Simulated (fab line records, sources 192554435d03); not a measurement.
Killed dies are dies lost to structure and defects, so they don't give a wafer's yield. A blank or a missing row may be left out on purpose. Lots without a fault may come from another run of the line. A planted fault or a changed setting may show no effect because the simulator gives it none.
A struck lot beside a sound one | flow n5_finfet | 36 steps out of a route of 1938
Sound: wafers L556.1, L556.2, L556.6. Struck: wafers L567.1, L567.2, L567.6. The cause comes at the end.
At each step with rows: each side's tool, then ch and its chambers, then its first start. Under that, the readings that differ: sound wafers | struck wafers | difference of the means | sigmas: that difference in standard deviations of wafers without a fault.
alike: readings whose means differ by less than 2 such deviations, and words and numbers that are the same on both sides. not compared: withheld readings, readings that some wafer has no value for, bounds like >300 that may hide the same value, and numbers for which the record gives no deviation and whose values overlap.
The two part at a step that has a row with sigmas, a row that says differs or no value, or rows on one side only. Numbers that don't overlap but have no deviation are shown without sigmas and don't part them. A reading that every wafer of one side lacks parts them only if that side has two wafers or more.

first, 9 steps without rows for these wafers: N5_PMOS_HMC_CHANNEL_EPI_EXPOSE_06 (exposes mask PMOS HMC BLK, target cd 240 nm); N5_PMOS_HMC_CHANNEL_EPI_PEB_07 (peb time 60 s); N5_PMOS_HMC_CHANNEL_EPI_DEVELOP_08 (develop time 30 s); N5_PMOS_HMC_CHANNEL_EPI_DESCUM_14 (chemistry O2, time 7.9 s); N5_PMOS_HMC_CHANNEL_EPI_ETCH_32 (etches BARC in N2/H2, stops on SiO2, target depth 85.8 nm, time 50.3 s); N5_PMOS_HMC_CHANNEL_EPI_HM_OPEN_15 (chemistry CHF3/O2, target SiO2, target depth 40.6 nm, time 20.3 s); N5_PMOS_HMC_CHANNEL_EPI_STRIP_33 (strips in N2/H2); N5_PMOS_HMC_CHANNEL_EPI_STRIP_17 (strips in SPM, time 750 s); N5_PMOS_HMC_CHANNEL_EPI_ETCH_38 (etches SiO2 in CF4, target depth 1.5 nm).
N5_PMOS_HMC_CHANNEL_EPI_FIN_RECESS_16: chemistry HBr/Cl2, target Si, target depth 54 nm, time 18 s.
  sound on rie_si-05 ch 1,2,3, day 2 05:46; struck on rie_si-05 ch 0,1,2, day 5 00:13
  reading                                          | sound            | struck            | difference | sigmas
  model.etch.depth_nm (nm)                         | 53.7 54.16 53.88 | 44.81 45.56 45.36 | -8.67      |
  model.PMOS_HMC_CHANNEL_EPI.feature_depth_nm (nm) | 53.7 54.16 53.88 | 44.81 45.56 45.36 | -8.67      |
  alike: drypump_motor_current_A, oes_product_au, throttle_valve_pct
  not compared: rf_hours_counter_h
then, 7 steps without rows for these wafers: N5_PMOS_HMC_CHANNEL_EPI_PRECLEAN_36 (cleans in O3/DIW, time 45 s); N5_PMOS_HMC_CHANNEL_EPI_PRECLEAN_18 (cleans in DHF, time 30 s); N5_PMOS_HMC_CHANNEL_EPI_SRD_19 (time 30 s); N5_PMOS_HMC_CHANNEL_EPI_EPI_20 (deposits SiGe30, target thk 59 nm); N5_PMOS_HMC_CHANNEL_EPI_HM_STRIP_35 (strips SiO2 in dHF, material SiO2, target depth 39.6 nm, time 216 s); N5_PMOS_HMC_CHANNEL_EPI_SRD_39 (time 30 s); N5_PMOS_HMC_CHANNEL_EPI_CMP_21 (polishes SiGe30, target thk 54 nm).
N5_PMOS_HMC_CHANNEL_EPI_THK_MEAS_22:
  sound on film_metro-02, day 2 07:58; struck on film_metro-02, day 5 02:01
  reading          | sound          | struck         | difference | sigmas
  HMC_CMP_THK (nm) | 53.8 54.2 54.0 | 44.8 45.6 45.5 | -8.7       | -11
then, 17 steps without rows for these wafers: N5_PMOS_HMC_CHANNEL_EPI_PRECLEAN_40 (cleans in DHF, time 30 s); N5_PMOS_HMC_CHANNEL_EPI_PRECLEAN_37 (cleans in O3/DIW, time 45 s); N5_PMOS_HMC_CHANNEL_EPI_PRECLEAN_24 (cleans in DHF, time 30 s); N5_PMOS_HMC_CHANNEL_EPI_SRD_25 (time 30 s); N5_PMOS_HMC_CHANNEL_EPI_EPI_26 (deposits Si from SiH4/H2, target thk 3.8 nm, time 22.7 s); N5_FIN_SAQP_PRECLEAN_42 (cleans in O3/DIW, time 60 s); N5_FIN_SAQP_PRECLEAN_00 (cleans in SC1, time 60 s); N5_FIN_SAQP_PRECLEAN_44 (cleans in SC2, time 45 s); N5_FIN_SAQP_SRD_01 (time 30 s); N5_FIN_SAQP_ALD_61 (deposits SiO2, target thk 4 nm, pulse time 1 s, purge time 2 s); N5_FIN_SAQP_DENSIFY_62 (time 60 s); N5_FIN_SAQP_HM_DEP_03 (deposits SiNx from SiH4/NH3/N2, target thk 38 nm, time 33.6 s); N5_FIN_SAQP_PECVD_47 (deposits a-Si from SiH4/He, target thk 45 nm, time 36.3 s); N5_FIN_SAQP_PECVD_48 (deposits SiNx from SiH4/NH3/N2, target thk 25 nm, time 22.1 s); N5_FIN_SAQP_PECVD_06 (deposits a-Si from SiH4/He, target thk 60 nm, time 48.1 s); N5_FIN_SAQP_HM_DEP_72 (deposits SiO2 from SiH4/N2O, target thk 12 nm, time 7.2 s); N5_FIN_SAQP_COAT_49 (time 60 s, resist thk 100 nm).
-- the record jumps here: 8 days lie between the struck wafers' starts before and after (it left off in module FIN_SAQP and takes up again in module BEOL_M4, whose first step shown is number 1111 of the route) --
N5_BEOL_M4_RC_MEAS_101:
  sound on prober-01 ch 0, day 9 16:57; struck on prober-01 ch 0, day 13 03:07
  reading | sound          | struck         | difference | sigmas
  CJ_P    | 5.84 5.77 5.78 | 6.31 6.50 6.36 | +0.59      | +3
  alike: DIBL_N, DIBL_P, IOFF_N, IOFF_P, ION_N, ION_P, SS_N, SS_P, VT_N, VT_P

WHERE THEY PART
First at N5_PMOS_HMC_CHANNEL_EPI_THK_MEAS_22; last, within this record, at N5_BEOL_M4_RC_MEAS_101.

WHY: what the simulator had put in
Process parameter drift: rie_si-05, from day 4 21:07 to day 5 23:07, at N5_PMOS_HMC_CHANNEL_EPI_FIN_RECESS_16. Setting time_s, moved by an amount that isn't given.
